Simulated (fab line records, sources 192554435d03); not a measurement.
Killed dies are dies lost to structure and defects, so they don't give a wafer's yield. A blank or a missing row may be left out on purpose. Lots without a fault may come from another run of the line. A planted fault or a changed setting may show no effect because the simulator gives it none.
Chamber matching | flow n5_finfet | N5_SDB_CMP_30 on cmp-04: 4 sister chambers
The step polishes, stops on poly-Si, t overpolish 1.54 s, target thk 30 nm. 8 wafers are shown with their chamber, then 8 later ones without.

WAFERS WITH THEIR CHAMBER
wafer  | chamber | motor_current_A (A) | time_to_endpoint_s (s)
L534.1 | 0       | 13.4                | 19.1
L536.5 | 3       | 10.5                | 21.3
L537.1 | 1       | 11.9                | 12.1
L537.2 | 0       | 13.2                | 17.4
L537.4 | 3       | 11.3                | 15.2
L539.2 | 2       | 12.4                | 14.8
L539.3 | 1       | 11.2                | 14.5
L540.4 | 2       | 12.3                | 13.6

WAFERS WITHOUT THEIR CHAMBER
wafer  | motor_current_A (A) | time_to_endpoint_s (s)
L540.5 | 12.8                | 14.5
L540.6 | 11.4                | 13.4
L547.4 | 12.1                | 15.1
L547.5 | 12.5                | 17.9
L547.6 | 11.5                | 13.8
L548.2 | 11.1                | 13.1
L548.3 | 12.9                | 14.2
L548.5 | 12.5                | 16.1

WHICH CHAMBER EACH WENT THROUGH
wafer  | from the rows above          | in truth
L540.5 | can't be placed: 2 or 0      | 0
L540.6 | can't be placed: 1 or 3      | 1
L547.4 | can't be placed: 2 or 1      | 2
L547.5 | can't be placed: 2 or 0 or 1 | 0
L547.6 | can't be placed: 1 or 2      | 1
L548.2 | can't be placed: 1 or 3      | 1
L548.3 | can't be placed: 2 or 0      | 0
L548.5 | can't be placed: 2 or 0 or 1 | 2
Placed correctly: 0 of 8. Can't be placed from these rows: 8 (the true chamber is among the candidates in 8). Placed wrongly: 0.
How it was worked out, from the rows above alone: a wafer's distance from a chamber is the root of the sum, over the readings, of the square of ((its reading less the chamber's mean) divided by the reading's scatter). The wafer belongs to the nearest chamber; if the next one is less than 2 further off, it can't be placed. A chamber's mean is the mean of its shown wafers. The scatter: the root of (the sum of the squares of (reading less its chamber's mean) over the shown wafers, divided by (wafers less chambers)).
